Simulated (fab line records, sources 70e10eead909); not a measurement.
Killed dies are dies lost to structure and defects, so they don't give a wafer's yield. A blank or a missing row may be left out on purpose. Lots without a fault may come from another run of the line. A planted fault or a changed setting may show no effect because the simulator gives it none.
Which tool did it? | flow nand_harc | 6 lots, 18 wafers sampled, at 2 steps of a route of 1159

WHAT THE GAUGES READ, wafer by wafer
NHARC_P_ZERO_WELL_CD_MEAS_52: target cd 2000 nm.
lot  | measured    | on        | cd_nm (nm)
L314 | day 1 23:49 | cd_sem-03 | 1999.0 1998.6 2000.1
L316 | day 2 11:57 | cd_sem-02 | 2001.5 2004.5 2001.0
L318 | day 2 23:52 | cd_sem-01 | 2001.7 2002.3 2000.4
L320 | day 3 11:46 | cd_sem-03 | 2000.0 2000.2 2000.8
L324 | day 4 11:48 | cd_sem-01 | 2001.4 1999.6 2002.1
L335 | day 7 05:36 | cd_sem-01 | 1997.6 2000.5 1996.9

WHICH TOOL RAN EACH LOT (tool, then ch and the chambers of the sampled wafers, then the start)
lot  | NHARC_P_ZERO_WELL_DESCUM_39
L314 | rie_diel-01 ch 1,2,3, day 1 22:18
L316 | rie_diel-06 ch 0,2, day 2 10:28
L318 | rie_diel-13 ch 0,1,3, day 2 22:31
L320 | rie_diel-13 ch 0,1,3, day 3 10:17
L324 | rie_diel-13 ch 2,3, day 4 10:19
L335 | rie_diel-01 ch 1,2, day 7 04:14
- NHARC_P_ZERO_WELL_DESCUM_39: chemistry O2, time 3 s.

THE ANSWER, worked out from the rows above alone
Rule: what is usual is taken from the lots themselves. Put in order of their means at a reading, lots are off if they are a third of the lots or fewer, leave a main group of 4 or more, and stand apart from it by a gap of 3 or more times the standard deviation of the main group's means; of several such gaps the widest counts. A main group whose means are all the same, to the digits that the tables above print for the reading, isn't used. A lot without any number at a reading at which 4 lots or more have one is off too. The other lots that the step has rows for count as sound.
No lot is off at any reading shown: from this, nothing can be told.

WHAT THE SIMULATOR HAD PUT IN
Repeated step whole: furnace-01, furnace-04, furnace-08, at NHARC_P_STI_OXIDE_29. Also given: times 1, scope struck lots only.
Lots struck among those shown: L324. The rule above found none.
